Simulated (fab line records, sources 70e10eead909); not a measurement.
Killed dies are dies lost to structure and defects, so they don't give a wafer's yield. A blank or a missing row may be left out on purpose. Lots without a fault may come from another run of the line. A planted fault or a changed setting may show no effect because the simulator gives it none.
Chamber matching | flow nand_harc | NHARC_A_CHANNEL_HOLE_D1_ETCH_44 on rie_diel-07: 4 sister chambers
The step etches the open film in CF4/O2, target depth 140 nm, overetch 14 nm, time 77 s. 14 wafers are shown with their chamber, then 7 later ones without.

WAFERS WITH THEIR CHAMBER
wafer  | chamber | drypump_motor_current_A (A) | oes_product_au (a.u.) | rf_vpp_V (V)
L286.1 | 0       | 5.2                         | 1.006                 | 197.0
L286.3 | 1       | 5.9                         | 1.002                 | 198.2
L286.4 | 3       | 5.5                         | 0.988                 | 197.1
L290.1 | 2       | 5.1                         | 1.014                 | 198.4
L290.4 | 3       | 5.5                         | 0.995                 | 200.9
L290.6 | 1       | 5.8                         | 1.001                 | 199.1
L291.1 | 0       | 5.3                         | 1.004                 | 197.0
L291.5 | 1       | 5.8                         | 0.986                 | 197.2
L291.6 | 2       | 5.1                         | 1.005                 | 196.4
L292.1 | 2       | 5.1                         | 1.007                 | 196.8
L292.4 | 3       | 5.4                         | 0.984                 | 199.0
L292.5 | 0       | 5.3                         | 0.992                 | 198.8
L298.1 | 2       | 5.1                         | 1.005                 | 197.6
L298.2 | 1       | 5.8                         | 0.999                 | 198.0

SIGNATURES (means of the wafers above)
reading                 | chamber 0 | chamber 1 | chamber 2 | chamber 3 | scatter within a chamber
drypump_motor_current_A | 5.267     | 5.825     | 5.100     | 5.467     | 0.0456
oes_product_au          | 1.00067   | 0.99700   | 1.00775   | 0.98900   | 0.0063
rf_vpp_V                | 197.600   | 198.125   | 197.300   | 199.000   | 1.16
Rule: a wafer's distance from a chamber is the root of the sum, over the readings, of the square of ((its reading less the chamber's mean) divided by the reading's scatter). The wafer belongs to the nearest chamber; if the next one is less than 2 further off, it can't be placed. The scatter: the root of (the sum of the squares of (reading less its chamber's mean) over the shown wafers, divided by (wafers less chambers)).

WAFERS WITHOUT THEIR CHAMBER
wafer  | drypump_motor_current_A (A) | oes_product_au (a.u.) | rf_vpp_V (V)
L298.6 | 5.1                         | 1.001                 | 198.5
L299.2 | 5.8                         | 1.000                 | 200.4
L299.3 | 5.1                         | 1.015                 | 196.4
L299.6 | 5.9                         | 0.997                 | 197.6
L300.1 | 5.4                         | 0.979                 | 199.5
L300.2 | 5.1                         | 1.001                 | 197.7
L300.6 | 5.3                         | 1.013                 | 197.1

WHICH CHAMBER EACH WENT THROUGH
wafer  | from the rows above | in truth
L298.6 | 2                   | 2
L299.2 | 1                   | 1
L299.3 | 2                   | 2
L299.6 | 1                   | 1
L300.1 | 3                   | 3
L300.2 | 2                   | 2
L300.6 | 0                   | 0
Placed correctly: 7 of 7. Can't be placed from these rows: 0. Placed wrongly: 0.
